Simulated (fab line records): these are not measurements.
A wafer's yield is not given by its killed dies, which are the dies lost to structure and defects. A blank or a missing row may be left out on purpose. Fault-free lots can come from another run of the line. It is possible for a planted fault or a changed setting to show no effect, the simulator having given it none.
Chamber matching -- flow nand-harc -- 4 sister chambers for NHARC_P_M2_ETCH_35 on rie-diel-04
The step etches the open film in N2/H2, target depth 40 nm, overetch 12 nm, time 43.94 s. 4 wafers are shown with their chamber, then 9 later ones without.

## WAFERS, EACH WITH ITS CHAMBER
wafer,chamber,rf-vpp-V (V)
L080.5,0,428.6
L094.1,3,435.3
L094.3,2,430.6
L094.6,1,431.4

## WAFERS WITH NO CHAMBER GIVEN
wafer,rf-vpp-V (V)
L095.2,428.3
L095.4,434.3
L095.5,434.4
L097.1,429.5
L097.2,431.9
L097.6,431.8
L096.1,436.1
L096.4,428.2
L096.5,431.7

## WHICH CHAMBER EACH WENT THROUGH
wafer,from the rows above,in truth
L095.2,0,0
L095.4,3,3
L095.5,3,3
L097.1,can't be placed: 0 or 2 or 1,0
L097.2,can't be placed: 1 or 2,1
L097.6,can't be placed: 1 or 2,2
L096.1,3,3
L096.4,0,0
L096.5,can't be placed: 1 or 2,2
5 of 9 placed correctly. Unplaceable from these rows: 4, with the true chamber sitting among the candidates in 4. 0 placed wrongly.
How it was worked out, from the rows above alone: a wafer's distance from a chamber is the root of the sum, over the readings, of the square of ((its reading less the chamber's mean) divided by the reading's scatter). The wafer belongs to the nearest chamber; if the next one is less than 2 further off, it can't be placed. The mean given for a chamber averages the wafers shown for that chamber. The scatter: root of mean squared gap, hidden wafer to nearest shown wafer, with one shown wafer a chamber.
